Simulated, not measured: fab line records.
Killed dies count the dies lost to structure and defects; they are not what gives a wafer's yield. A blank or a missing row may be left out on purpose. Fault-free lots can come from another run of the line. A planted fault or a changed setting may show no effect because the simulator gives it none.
Matching of chambers ; flow nand-harc ; rie-diel-04 running NHARC_P_ZERO_WELL_DESCUM_26: 4 sister chambers
The step chemistry O2, time 3 s. 14 wafers are shown with their chamber, then 7 later ones without.

WAFERS PAIRED WITH THEIR CHAMBERS
wafer;chamber;drypump-motor-current-A (A);oes-product-au (a.u.);throttle-valve-pct (%)
L078.1;2;6.4;1.010;11.307
L078.2;3;6.4;1.007;11.308
L078.6;3;6.4;1.005;11.308
L079.1;0;5.8;1.002;11.318
L079.2;3;6.5;0.991;11.306
L079.3;1;5.3;0.994;11.303
L081.1;2;6.4;1.007;11.312
L081.5;1;5.3;1.003;11.317
L081.6;0;5.7;1.010;11.314
L084.1;1;5.3;0.986;11.309
L084.4;2;6.4;1.011;11.315
L084.6;0;5.7;1.002;11.325
L089.3;3;6.5;0.987;11.297
L089.4;1;5.2;0.992;11.318

SIGNATURES (averages over the wafers above)
reading;chamber 0;chamber 1;chamber 2;chamber 3;scatter within a chamber
drypump-motor-current-A;5.733;5.275;6.400;6.450;0.0492
oes-product-au;1.00467;0.99375;1.00933;0.99750;0.00706
throttle-valve-pct;11.31900;11.31175;11.31133;11.30475;0.00573
Rule: for each reading, subtract the chamber's mean from the wafer's reading, divide by that reading's scatter and square the result; add these up over the readings and take the root, which gives the wafer's distance from the chamber. If the next closest chamber is less than 2 further off than the closest, the wafer can't be placed; otherwise it belongs to the closest. The scatter: the root of (the sum of the squares of (reading less its chamber's mean) over the shown wafers, divided by (wafers less chambers)).

WAFERS WITHOUT THEIR CHAMBER
wafer;drypump-motor-current-A (A);oes-product-au (a.u.);throttle-valve-pct (%)
L089.6;6.4;0.999;11.323
L095.1;6.4;0.996;11.301
L095.5;5.7;1.001;11.324
L095.6;5.3;0.994;11.326
L097.3;5.7;0.995;11.307
L097.5;5.3;0.998;11.313
L097.6;5.7;1.010;11.309

WHICH CHAMBER EACH WENT THROUGH
wafer;from the rows above;in truth
L089.6;can't be placed: 2 or 3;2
L095.1;can't be placed: 3 or 2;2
L095.5;0;0
L095.6;1;1
L097.3;0;0
L097.5;1;1
L097.6;0;0
Placed correctly: 5 of 7. Not placeable from these rows: 2 (in 2, the candidates include the true chamber). Placed wrongly: 0.
